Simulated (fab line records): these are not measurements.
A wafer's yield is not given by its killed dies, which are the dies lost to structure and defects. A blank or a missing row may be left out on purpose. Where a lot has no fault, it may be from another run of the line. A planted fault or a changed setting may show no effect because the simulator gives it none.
Split-lot study :: flow n5-finfet :: 21 wafers read across 7 lots, on a route 1938 steps long

## ON THE SPLIT
At N5_BEOL_M5_COAT_22 (resist thk 30 nm), the setting spin-rpm was moved away from the recipe's 1500 rpm on 5 of the 21 wafers read, by -11.0% to +7.0%. All remaining wafers had this setting at the recipe value.

## FROM THE SPLIT TO THE READING: what the file shows between them, 4 steps
- N5_BEOL_M5_EBR_24
- N5_BEOL_M5_SOFTBAKE_23: time 60 s
- N5_BEOL_M5_EXPOSE_25: exposes mask V4, defocus 10 nm
- N5_BEOL_M5_PEB_26: peb time 60 s

## THE READING
CAR-EUV_of_BEOL_M5_COAT_22.thk-nm (the simulator's own value, which no gauge read), in nm, at N5_BEOL_M5_DEVELOP_27 (develop time 30 s). The file does not state a usual value for it. Here, 16 wafers ran the recipe; their average is 29.5 nm with a standard deviation of 0.12 nm.

wafer: L075.2
tool, chamber at the split: litho-track-01, 0
spin-rpm as run, rpm: 1500
against the recipe: recipe
CAR-EUV_of_BEOL_M5_COAT_22.thk-nm, nm: 29.6
against lot-mates on the recipe: -

wafer: L075.5
tool, chamber at the split: litho-track-01, 0
spin-rpm as run, rpm: 1500
against the recipe: recipe
CAR-EUV_of_BEOL_M5_COAT_22.thk-nm, nm: 29.6
against lot-mates on the recipe: -

wafer: L075.4
tool, chamber at the split: litho-track-01, 0
spin-rpm as run, rpm: 1605
against the recipe: +7.0%
CAR-EUV_of_BEOL_M5_COAT_22.thk-nm, nm: 28.4
against lot-mates on the recipe: -1.2

wafer: L077.1
tool, chamber at the split: litho-track-03, 0
spin-rpm as run, rpm: 1500
against the recipe: recipe
CAR-EUV_of_BEOL_M5_COAT_22.thk-nm, nm: 29.6
against lot-mates on the recipe: -

wafer: L077.2
tool, chamber at the split: litho-track-03, 0
spin-rpm as run, rpm: 1500
against the recipe: recipe
CAR-EUV_of_BEOL_M5_COAT_22.thk-nm, nm: 29.6
against lot-mates on the recipe: -

wafer: L077.3
tool, chamber at the split: litho-track-03, 0
spin-rpm as run, rpm: 1335
against the recipe: -11.0%
CAR-EUV_of_BEOL_M5_COAT_22.thk-nm, nm: 31.2
against lot-mates on the recipe: +1.6

wafer: L083.2
tool, chamber at the split: litho-track-02, 0
spin-rpm as run, rpm: 1500
against the recipe: recipe
CAR-EUV_of_BEOL_M5_COAT_22.thk-nm, nm: 29.4
against lot-mates on the recipe: -

wafer: L083.4
tool, chamber at the split: litho-track-02, 0
spin-rpm as run, rpm: 1500
against the recipe: recipe
CAR-EUV_of_BEOL_M5_COAT_22.thk-nm, nm: 29.4
against lot-mates on the recipe: -

wafer: L083.5
tool, chamber at the split: litho-track-02, 0
spin-rpm as run, rpm: 1500
against the recipe: recipe
CAR-EUV_of_BEOL_M5_COAT_22.thk-nm, nm: 29.4
against lot-mates on the recipe: -

wafer: L080.1
tool, chamber at the split: litho-track-01, 0
spin-rpm as run, rpm: 1412
against the recipe: -5.9%
CAR-EUV_of_BEOL_M5_COAT_22.thk-nm, nm: 30.6
against lot-mates on the recipe: +0.8

wafer: L080.3
tool, chamber at the split: litho-track-01, 0
spin-rpm as run, rpm: 1412
against the recipe: -5.9%
CAR-EUV_of_BEOL_M5_COAT_22.thk-nm, nm: 30.6
against lot-mates on the recipe: +0.8

wafer: L080.6
tool, chamber at the split: litho-track-01, 0
spin-rpm as run, rpm: 1500
against the recipe: recipe
CAR-EUV_of_BEOL_M5_COAT_22.thk-nm, nm: 29.8
against lot-mates on the recipe: -

wafer: L085.3
tool, chamber at the split: litho-track-01, 0
spin-rpm as run, rpm: 1337
against the recipe: -10.9%
CAR-EUV_of_BEOL_M5_COAT_22.thk-nm, nm: 31.2
against lot-mates on the recipe: +1.6

wafer: L085.5
tool, chamber at the split: litho-track-01, 0
spin-rpm as run, rpm: 1500
against the recipe: recipe
CAR-EUV_of_BEOL_M5_COAT_22.thk-nm, nm: 29.6
against lot-mates on the recipe: -

wafer: L085.6
tool, chamber at the split: litho-track-01, 0
spin-rpm as run, rpm: 1500
against the recipe: recipe
CAR-EUV_of_BEOL_M5_COAT_22.thk-nm, nm: 29.6
against lot-mates on the recipe: -

wafer: L090.2
tool, chamber at the split: litho-track-01, 0
spin-rpm as run, rpm: 1500
against the recipe: recipe
CAR-EUV_of_BEOL_M5_COAT_22.thk-nm, nm: 29.4
against lot-mates on the recipe: -

wafer: L090.5
tool, chamber at the split: litho-track-01, 0
spin-rpm as run, rpm: 1500
against the recipe: recipe
CAR-EUV_of_BEOL_M5_COAT_22.thk-nm, nm: 29.4
against lot-mates on the recipe: -

wafer: L090.6
tool, chamber at the split: litho-track-01, 0
spin-rpm as run, rpm: 1500
against the recipe: recipe
CAR-EUV_of_BEOL_M5_COAT_22.thk-nm, nm: 29.4
against lot-mates on the recipe: -

wafer: L091.2
tool, chamber at the split: litho-track-01, 0
spin-rpm as run, rpm: 1500
against the recipe: recipe
CAR-EUV_of_BEOL_M5_COAT_22.thk-nm, nm: 29.4
against lot-mates on the recipe: -

wafer: L091.3
tool, chamber at the split: litho-track-01, 0
spin-rpm as run, rpm: 1500
against the recipe: recipe
CAR-EUV_of_BEOL_M5_COAT_22.thk-nm, nm: 29.4
against lot-mates on the recipe: -

wafer: L091.4
tool, chamber at the split: litho-track-01, 0
spin-rpm as run, rpm: 1500
against the recipe: recipe
CAR-EUV_of_BEOL_M5_COAT_22.thk-nm, nm: 29.4
against lot-mates on the recipe: -

FIT RESULTS
A straight line over all 21 wafers: CAR-EUV_of_BEOL_M5_COAT_22.thk-nm changes by -0.161 nm for each +1% of spin-rpm; r = -0.98; the points scatter about the line by 0.12 nm.
The same after taking each lot's own level away (the mean of its wafers on the recipe; 21 wafers): -0.149 nm for each +1%; r = -1.00; scatter 0.041 nm.
According to that fit, moving spin-rpm by its largest amount changes the reading by 1.6 nm.
From 29.40 to 29.80 nm: that is the span of the lots' own levels, equal to 3.3 times the standard deviation above.
The two slopes are in agreement: the lot-to-lot level therefore moves the slope only a little.
Check: with one of the wafers moved furthest among these (-11.0%) left out of the fit, the line predicts +1.64 nm for it against its lot-mates. It came out at +1.6 nm against them.

## OTHER SPLITS APPLIED TO THESE WAFERS
Note: prior to the reading, these wafers also went through further splits. Each is held against what the fit with the lots' levels taken away leaves over:
other split on the same wafers: N5_BEOL_M1_COAT_68 spin-rpm
wafers away from the commonest value: 8
r with CAR-EUV_of_BEOL_M5_COAT_22.thk-nm (lot level and that fit taken away): -0.15

other split on the same wafers: N5_BEOL_M2_EXPOSE_25 dose-mj
wafers away from the commonest value: 9
r with CAR-EUV_of_BEOL_M5_COAT_22.thk-nm (lot level and that fit taken away): -0.36

other split on the same wafers: N5_BEOL_M2_ETCH_70 time-s
wafers away from the commonest value: 5
r with CAR-EUV_of_BEOL_M5_COAT_22.thk-nm (lot level and that fit taken away): -0.14

other split on the same wafers: N5_BEOL_M3_COAT_76 spin-rpm
wafers away from the commonest value: 8
r with CAR-EUV_of_BEOL_M5_COAT_22.thk-nm (lot level and that fit taken away): -0.10

other split on the same wafers: N5_BEOL_M4_ETCH_64 bias-w
wafers away from the commonest value: 7
r with CAR-EUV_of_BEOL_M5_COAT_22.thk-nm (lot level and that fit taken away): -0.12

other split on the same wafers: N5_BEOL_M4_COAT_22 spin-rpm
wafers away from the commonest value: 6
r with CAR-EUV_of_BEOL_M5_COAT_22.thk-nm (lot level and that fit taken away): -0.45

other split on the same wafers: N5_BEOL_M5_COAT_66 spin-rpm
wafers away from the commonest value: 10
r with CAR-EUV_of_BEOL_M5_COAT_22.thk-nm (lot level and that fit taken away): -0.42

## THE WHOLE CHAIN: every reading that the file lists as answering this split, in the file's order
step: N5_BEOL_M5_COAT_22
what it does: resist thk 30 nm
reading: CAR-EUV_of_BEOL_M5_COAT_22.thk-nm (the simulator's own value, which no gauge read)
change (the file's fit): -0.158 nm for each +1% of the setting
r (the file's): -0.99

step: N5_BEOL_M5_DEVELOP_27
what it does: develop time 30 s
reading: CAR-EUV_of_BEOL_M5_COAT_22.thk-nm (the simulator's own value, which no gauge read)
change (the file's fit): -0.149 nm for each +1% of the setting
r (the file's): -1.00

## THE FILE'S OWN FIT
CAR-EUV_of_BEOL_M5_COAT_22.thk-nm changes by -0.149 nm for each +1% of spin-rpm, r = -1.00.
